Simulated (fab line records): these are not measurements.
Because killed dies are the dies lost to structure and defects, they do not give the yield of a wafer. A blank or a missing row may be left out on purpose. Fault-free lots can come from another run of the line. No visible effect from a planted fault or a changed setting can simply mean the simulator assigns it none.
fab line records / flow nand-harc
record lots=5 wafers=15 last-day=32
route steps=1302 shown P_ZERO_WELL@29 END@1302
lots that met no fault: from a run of the same line without faults
start-h: hours from the record's opening day to when the first of the lot's shown wafers began / wait-h: hours from the lot's prior step to this one / " unchanged from the row above / L1.1+2: one row covering several wafers at once / - no value, or no start was given / * or withheld: withheld / < > ~ a bound
route shown NAME@n: a module of which the file shows steps, and the number in the route of the first / usual: mean/standard deviation taken from wafers without a fault / same: alike in all rows / chamber/n: place in a boat / sites: per-site readings / _std_site: standard deviation of those values / _edge_site: outer sites' mean less inner sites' / radius-mm: for every site, how far away it sits from the centre of the wafer / mask NAME#n: copy n / behind: tool/chamber where the wafer was last shaped / hold: why the lot was held/for how many hours/how that ended / device: names the non-switching transistor (n, p or np) / end of line: tests of these same wafers at the route's end / a step given without rows: its recipe and nothing more / killed: at the first sort, the dies lost to defects and structure; wafer yield is something else / map: a wafer's dies, marking killed ones x, the rest . and places with no die _
set.NAME: the setting the step ran with; set.NAME@STEP: the setting that earlier step ran with / model.NAME: the simulator's own value behind a step, which no gauge read
lots at selected steps of the route; one table per step, one row per wafer
services: when a tool's chamber went out of use (start-h, in hours from the record's first day, below 0 if earlier), for how many hours, and the reason
## steps
# step NHARC_P_ZERO_WELL_CD_MEAS_24
# recipe target-cd-nm=720 landing-energy-ev=500
# usual cd-nm=720.3/1.7
lot.wafer=L430.2 tool=cd-sem-02 chamber=0 start-h=22.58 wait-h=- cd-nm=716.1
lot.wafer=L430.3 tool=cd-sem-02 chamber=0 start-h=22.58 wait-h=- cd-nm=719.6
lot.wafer=L430.4 tool=cd-sem-02 chamber=0 start-h=22.58 wait-h=- cd-nm=720.4
lot.wafer=L434.2 tool=cd-sem-03 chamber=0 start-h=62.73 wait-h=- cd-nm=717.8
lot.wafer=L434.5 tool=cd-sem-03 chamber=0 start-h=62.73 wait-h=- cd-nm=718.6
lot.wafer=L434.6 tool=cd-sem-03 chamber=0 start-h=62.73 wait-h=- cd-nm=718.6
lot.wafer=L447.1 tool=cd-sem-03 chamber=0 start-h=192.98 wait-h=- cd-nm=721.1
lot.wafer=L447.2 tool=cd-sem-03 chamber=0 start-h=192.98 wait-h=- cd-nm=720.4
lot.wafer=L447.6 tool=cd-sem-03 chamber=0 start-h=192.98 wait-h=- cd-nm=719.6
lot.wafer=L450.3 tool=cd-sem-02 chamber=0 start-h=222.48 wait-h=- cd-nm=716.7
lot.wafer=L450.4 tool=cd-sem-02 chamber=0 start-h=222.48 wait-h=- cd-nm=718.4
lot.wafer=L450.6 tool=cd-sem-02 chamber=0 start-h=222.48 wait-h=- cd-nm=718.6
lot.wafer=L451.1 tool=cd-sem-03 chamber=0 start-h=232.62 wait-h=- cd-nm=720.3
lot.wafer=L451.3 tool=cd-sem-03 chamber=0 start-h=232.62 wait-h=- cd-nm=719.6
lot.wafer=L451.6 tool=cd-sem-03 chamber=0 start-h=232.62 wait-h=- cd-nm=718.9
# step NHARC_P_ZERO_WELL_HARDBAKE_25
# recipe temp-c=125 time-s=80
# step NHARC_P_ZERO_WELL_DESCUM_26
# recipe time-s=3 o2-flow-sccm=200 ar-flow-sccm=0 bias-power-w=0 chemistry=O2
# usual drypump-motor-current-A=5.7/0.34 oes-product-au=0.996/0.01 rf-vpp-V=57.8/0.96 showerhead-plenum-p-Torr=1.94/0.083 throttle-valve-pct=11.311/0.01
lot.wafer=L430.3 tool=rie-diel-13 chamber=3 start-h=22.73 wait-h=- drypump-motor-current-A=5.9 oes-product-au=1.006 rf-hours-counter-h=5 rf-vpp-V=58.8 showerhead-plenum-p-Torr=1.97 throttle-valve-pct=11.310
lot.wafer=L430.2 tool=rie-diel-13 chamber=0 start-h=22.73 wait-h=- drypump-motor-current-A=5.2 oes-product-au=0.980 rf-hours-counter-h=6 rf-vpp-V=57.8 showerhead-plenum-p-Torr=1.99 throttle-valve-pct=11.294
lot.wafer=L430.4 tool=rie-diel-13 chamber=1 start-h=22.73 wait-h=- drypump-motor-current-A=5.9 oes-product-au=0.990 rf-hours-counter-h=6 rf-vpp-V=58.8 showerhead-plenum-p-Torr=2.07 throttle-valve-pct=11.297
lot.wafer=L434.2 tool=rie-diel-13 chamber=0 start-h=62.91 wait-h=- drypump-motor-current-A=5.2 oes-product-au=0.998 rf-hours-counter-h=18 rf-vpp-V=56.9 showerhead-plenum-p-Torr=1.99 throttle-valve-pct=11.322
lot.wafer=L434.5 tool=rie-diel-13 chamber=2 start-h=62.91 wait-h=- drypump-motor-current-A=5.5 oes-product-au=1.015 rf-hours-counter-h=- rf-vpp-V=56.6 showerhead-plenum-p-Torr=1.96 throttle-valve-pct=11.297
lot.wafer=L434.6 tool=rie-diel-13 chamber=3 start-h=62.91 wait-h=- drypump-motor-current-A=5.9 oes-product-au=1.004 rf-hours-counter-h=- rf-vpp-V=59.7 showerhead-plenum-p-Torr=1.97 throttle-valve-pct=11.321
lot.wafer=L447.2 tool=rie-diel-01 chamber=1 start-h=193.15 wait-h=- drypump-motor-current-A=6.0 oes-product-au=0.998 rf-hours-counter-h=53 rf-vpp-V=58.1 showerhead-plenum-p-Torr=1.95 throttle-valve-pct=11.316
lot.wafer=L447.1 tool=rie-diel-01 chamber=3 start-h=193.15 wait-h=- drypump-motor-current-A=6.1 oes-product-au=1.003 rf-hours-counter-h=55 rf-vpp-V=58.0 showerhead-plenum-p-Torr=2.06 throttle-valve-pct=11.310
lot.wafer=L447.6 tool=rie-diel-01 chamber=2 start-h=193.15 wait-h=- drypump-motor-current-A=5.5 oes-product-au=0.998 rf-hours-counter-h=- rf-vpp-V=57.7 showerhead-plenum-p-Torr=1.91 throttle-valve-pct=11.299
lot.wafer=L450.4 tool=rie-diel-01 chamber=0 start-h=222.65 wait-h=- drypump-motor-current-A=5.4 oes-product-au=1.002 rf-hours-counter-h=3 rf-vpp-V=59.6 showerhead-plenum-p-Torr=2.08 throttle-valve-pct=11.322
lot.wafer=L450.3 tool=rie-diel-01 chamber=1 start-h=222.65 wait-h=- drypump-motor-current-A=6.0 oes-product-au=0.986 rf-hours-counter-h=3 rf-vpp-V=56.9 showerhead-plenum-p-Torr=1.95 throttle-valve-pct=11.305
lot.wafer=L450.6 tool=rie-diel-01 chamber=0 start-h=222.65 wait-h=- drypump-motor-current-A=5.4 oes-product-au=0.998 rf-hours-counter-h=- rf-vpp-V=57.7 showerhead-plenum-p-Torr=2.08 throttle-valve-pct=11.294
lot.wafer=L451.1 tool=rie-diel-13 chamber=3 start-h=232.83 wait-h=- drypump-motor-current-A=5.9 oes-product-au=1.010 rf-hours-counter-h=22 rf-vpp-V=56.1 showerhead-plenum-p-Torr=1.95 throttle-valve-pct=11.311
lot.wafer=L451.3 tool=rie-diel-13 chamber=2 start-h=232.83 wait-h=- drypump-motor-current-A=5.6 oes-product-au=1.001 rf-hours-counter-h=18 rf-vpp-V=59.2 showerhead-plenum-p-Torr=1.95 throttle-valve-pct=11.306
lot.wafer=L451.6 tool=rie-diel-13 chamber=3 start-h=232.83 wait-h=- drypump-motor-current-A=5.9 oes-product-au=1.016 rf-hours-counter-h=- rf-vpp-V=56.6 showerhead-plenum-p-Torr=1.95 throttle-valve-pct=11.321
# step NHARC_P_ZERO_WELL_IMPLANT_27
# recipe energy-kev=600 dose-cm2=1e+13 tilt-deg=7
# step NHARC_P_ZERO_WELL_IMPLANT_57
# recipe energy-kev=250 dose-cm2=4e+12 tilt-deg=7
# step NHARC_P_ZERO_WELL_IMPLANT_58
# recipe energy-kev=100 dose-cm2=2e+12 tilt-deg=7
# step NHARC_P_ZERO_WELL_STRIP_28
# recipe time-s=840 temp-c=130 chemistry=SPM
# step NHARC_P_ZERO_WELL_DEHYDRATE_29
# recipe temp-c=150 time-s=120
# step NHARC_P_ZERO_WELL_HMDS_30
# recipe time-s=30
# step NHARC_P_ZERO_WELL_COAT_31
# recipe spin-rpm=withheld
# step NHARC_P_ZERO_WELL_SOFTBAKE_32
# recipe temp-c=122 time-s=95
# step NHARC_P_ZERO_WELL_EBR_33
# step NHARC_P_ZERO_WELL_EXPOSE_34
# recipe na=0.6 target-cd-nm=720 dose-mj=22.31 mask-id=P_PWELL
lot.wafer=L430.2+3+4 tool=krf-scanner-04 chamber=0 start-h=24.06 wait-h=- mask=P_PWELL#0
lot.wafer=L434.2+5+6 tool=krf-scanner-02 chamber=0 start-h=64.08 wait-h=- mask=P_HVPW#0
lot.wafer=L447.1+2+6 tool=krf-scanner-04 chamber=0 start-h=194.46 wait-h=- mask=P_PWELL#0
lot.wafer=L450.3+4+6 tool=krf-scanner-02 chamber=0 start-h=223.97 wait-h=- mask=P_PWELL#0
lot.wafer=L451.1+3+6 tool=krf-scanner-02 chamber=0 start-h=234.03 wait-h=- mask=P_PWELL#0
# step NHARC_P_ZERO_WELL_PEB_35
# recipe peb-temp-c=118 peb-time-s=85
# step NHARC_P_ZERO_WELL_DEVELOP_36
# recipe time-s=70
# step NHARC_P_ZERO_WELL_CD_MEAS_37
# recipe target-cd-nm=720 landing-energy-ev=500
# usual cd-nm=719.8/1.8
lot.wafer=L430.2 tool=cd-sem-01 chamber=0 start-h=24.21 wait-h=- cd-nm=718.7
lot.wafer=L430.3 tool=cd-sem-01 chamber=0 start-h=24.21 wait-h=- cd-nm=719.5
lot.wafer=L430.4 tool=cd-sem-01 chamber=0 start-h=24.21 wait-h=- cd-nm=720.6
lot.wafer=L434.2 tool=cd-sem-02 chamber=0 start-h=64.23 wait-h=- cd-nm=-
lot.wafer=L434.5 tool=cd-sem-02 chamber=0 start-h=64.23 wait-h=- cd-nm=-
lot.wafer=L434.6 tool=cd-sem-02 chamber=0 start-h=64.23 wait-h=- cd-nm=-
lot.wafer=L447.1 tool=cd-sem-01 chamber=0 start-h=194.62 wait-h=- cd-nm=720.9
lot.wafer=L447.2 tool=cd-sem-01 chamber=0 start-h=194.62 wait-h=- cd-nm=720.1
lot.wafer=L447.6 tool=cd-sem-01 chamber=0 start-h=194.62 wait-h=- cd-nm=720.9
lot.wafer=L450.3 tool=cd-sem-03 chamber=0 start-h=224.12 wait-h=- cd-nm=721.7
lot.wafer=L450.4 tool=cd-sem-03 chamber=0 start-h=224.12 wait-h=- cd-nm=721.4
lot.wafer=L450.6 tool=cd-sem-03 chamber=0 start-h=224.12 wait-h=- cd-nm=718.7
lot.wafer=L451.1 tool=cd-sem-03 chamber=0 start-h=234.19 wait-h=- cd-nm=717.9
lot.wafer=L451.3 tool=cd-sem-03 chamber=0 start-h=234.19 wait-h=- cd-nm=721.0
lot.wafer=L451.6 tool=cd-sem-03 chamber=0 start-h=234.19 wait-h=- cd-nm=720.8
# step NHARC_P_ZERO_WELL_HARDBAKE_38
# recipe temp-c=125 time-s=80
# step NHARC_END_SORT_01
# recipe temp-c=25
# usual killed-at-array=55/19 killed-at-other=0.8/1.1 killed-at-periphery=4.0/2.6 killed-dies=60/20 killed-open=3.4/1.7 killed-short=2.6/1.5
# same gross-dies=677
lot.wafer=L434.2 tool=prober-01 chamber=0 start-h=592.79 wait-h=2.8 killed-at-array=91 killed-at-other=0 killed-at-periphery=586 killed-dies=677 killed-open=4 killed-short=5
lot.wafer=L434.5 tool=prober-01 chamber=0 start-h=595.16 wait-h=3.7 killed-at-array=75 killed-at-other=0 killed-at-periphery=602 killed-dies=677 killed-open=4 killed-short=1
lot.wafer=L434.6 tool=prober-01 chamber=0 start-h=595.95 wait-h=3.9 killed-at-array=98 killed-at-other=1 killed-at-periphery=578 killed-dies=677 killed-open=1 killed-short=2
# killed by level:class
L434.2 P_ZERO_WELL:area-expose=585 A_SLIT:chamber-film-flake=29 A_CHANNEL_HOLE_D2:chamber-film-flake=19 A_CHANNEL_HOLE_D1:chamber-film-flake=19 A_CONTACT:chamber-film-flake=8 A_STAIRCASE:chamber-film-flake=6 A_CHANNEL_FILL_D2:geometric-particle:short=2 P_GATE:geometric-particle:open=1
L434.5 P_ZERO_WELL:area-expose=599 A_SLIT:chamber-film-flake=26 A_CHANNEL_HOLE_D1:chamber-film-flake=19 A_CHANNEL_HOLE_D2:chamber-film-flake=16 A_CONTACT:chamber-film-flake=5 A_STAIRCASE:chamber-film-flake=4 A_SGD_CUT:geometric-particle:open=3 P_M0:geometric-particle:open=1
L434.6 P_ZERO_WELL:area-expose=576 A_SLIT:chamber-film-flake=32 A_CHANNEL_HOLE_D1:chamber-film-flake=27 A_CHANNEL_HOLE_D2:chamber-film-flake=24 A_CONTACT:chamber-film-flake=5 A_STAIRCASE:chamber-film-flake=4 A_WL_FILL:chamber-film-flake=3 P_CONTACT:geometric-particle:open=1
# map L434.2 (x killed, . not)
____________x____________
_________xxxxxxx_________
_______xxxxxxxxxxx_______
______xxxxxxxxxxxxx______
_____xxxxxxxxxxxxxxx_____
____xxxxxxxxxxxxxxxxx____
____xxxxxxxxxxxxxxxxx____
___xxxxxxxxxxxxxxxxxxx___
___xxxxxxxxxxxxxxxxxxx___
__xxxxxxxxxxxxxxxxxxxxx__
__xxxxxxxxxxxxxxxxxxxxx__
_xxxxxxxxxxxxxxxxxxxxxxx_
_xxxxxxxxxxxxxxxxxxxxxxx_
_xxxxxxxxxxxxxxxxxxxxxxx_
_xxxxxxxxxxxxxxxxxxxxxxx_
_xxxxxxxxxxxxxxxxxxxxxxx_
xxxxxxxxxxxxxxxxxxxxxxxxx
xxxxxxxxxxxxxxxxxxxxxxxxx
xxxxxxxxxxxxxxxxxxxxxxxxx
xxxxxxxxxxxxxxxxxxxxxxxxx
xxxxxxxxxxxxxxxxxxxxxxxxx
_xxxxxxxxxxxxxxxxxxxxxxx_
_xxxxxxxxxxxxxxxxxxxxxxx_
_xxxxxxxxxxxxxxxxxxxxxxx_
_xxxxxxxxxxxxxxxxxxxxxxx_
_xxxxxxxxxxxxxxxxxxxxxxx_
__xxxxxxxxxxxxxxxxxxxxx__
__xxxxxxxxxxxxxxxxxxxxx__
___xxxxxxxxxxxxxxxxxxx___
___xxxxxxxxxxxxxxxxxxx___
____xxxxxxxxxxxxxxxxx____
____xxxxxxxxxxxxxxxxx____
_____xxxxxxxxxxxxxxx_____
______xxxxxxxxxxxxx______
_______xxxxxxxxxxx_______
_________xxxxxxx_________
____________x____________
# map L450.4 (x killed, . not)
____________x____________
_________......._________
_______..........._______
______......x......______
_____..............._____
____.................____
____.................____
___...................___
___...................___
__.............x.......__
__.....................__
_................x......_
_......................x_
_.....x........x........_
_.....x................._
_......xx.....x..x......_
......x...........x......
........x................
......x..x...............
..x.x....................
..x......................
_x..x.....x............._
_..............x........_
_..x..x................._
_......x............x..._
_...................xx.._
__................x.x..__
__.....x............x..__
___...................___
___...................___
____.................____
____................x____
_____....x.........._____
______...........x.______
_______..........._______
_________.....x._________
____________.____________
## services
tool=rie-diel-01 chamber=- start-h=2.65 hours=3.2 kind=repair
tool=krf-scanner-04 chamber=- start-h=10.01 hours=4.0 kind=pm
tool=krf-scanner-04 chamber=- start-h=16.04 hours=1.3 kind=repair
tool=rie-diel-13 chamber=0 start-h=21.50 hours=- kind=clean
tool=rie-diel-13 chamber=1 start-h=21.50 hours=- kind=clean
tool=rie-diel-13 chamber=2 start-h=21.50 hours=- kind=clean
tool=rie-diel-13 chamber=3 start-h=21.50 hours=- kind=clean
tool=rie-diel-01 chamber=- start-h=26.82 hours=9.0 kind=pm
tool=rie-diel-13 chamber=0 start-h=36.27 hours=11.7 kind=repair
tool=rie-diel-13 chamber=1 start-h=46.00 hours=- kind=clean
tool=krf-scanner-02 chamber=- start-h=49.08 hours=0.5 kind=repair
tool=rie-diel-01 chamber=- start-h=87.56 hours=1.2 kind=repair
tool=krf-scanner-02 chamber=- start-h=94.00 hours=4.0 kind=pm
tool=rie-diel-13 chamber=2 start-h=111.56 hours=2.7 kind=repair
tool=rie-diel-01 chamber=0 start-h=112.59 hours=12.4 kind=repair
tool=krf-scanner-04 chamber=- start-h=127.74 hours=4.3 kind=repair
tool=rie-diel-13 chamber=- start-h=140.15 hours=2.1 kind=repair
tool=rie-diel-13 chamber=- start-h=165.00 hours=9.0 kind=pm
tool=rie-diel-13 chamber=2 start-h=179.56 hours=4.7 kind=repair
tool=krf-scanner-04 chamber=- start-h=182.01 hours=4.0 kind=pm
tool=rie-diel-13 chamber=1 start-h=183.68 hours=37.0 kind=repair
tool=rie-diel-01 chamber=- start-h=203.82 hours=9.0 kind=pm
tool=krf-scanner-04 chamber=- start-h=209.49 hours=0.4 kind=repair
tool=krf-scanner-04 chamber=- start-h=221.43 hours=3.9 kind=repair
## key
first-sign step=NHARC_P_ZERO_WELL_EXPOSE_34 reading=mask direction=changed
effect step=NHARC_P_ZERO_WELL_CD_MEAS_37 reading=cd-nm direction=missing
effect step=NHARC_END_SORT_01 reading=killed-at-periphery direction=up sigmas=99+ usual=4.0 struck=588.7
more-kills-born-at NHARC_P_ZERO_WELL_EXPOSE_34@krf-scanner-02=1760
met-at NHARC_P_ZERO_WELL_EXPOSE_34
struck-wafers L434.2,L434.5,L434.6
later-rows-left-out L434.2,L434.5,L434.6
tester-left-out L434
fault kind=wrong-mask tool=any chamber=- onset-h=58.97 steps=NHARC_P_ZERO_WELL_EXPOSE_34 aux-copy=P_HVPW#0 scope=struck-lots-only
# tester-left-out: of these lots the tester's yield and bins aren't shown, on N5 and GAA mostly nor the transistor test; their killed dies are dies lost to structure and defects alone, not to doping, threshold or leakage, so they don't give the yield
# later-rows-left-out: the simulator's readings of these wafers behind a module that went badly wrong aren't trusted and aren't shown, but for the sort
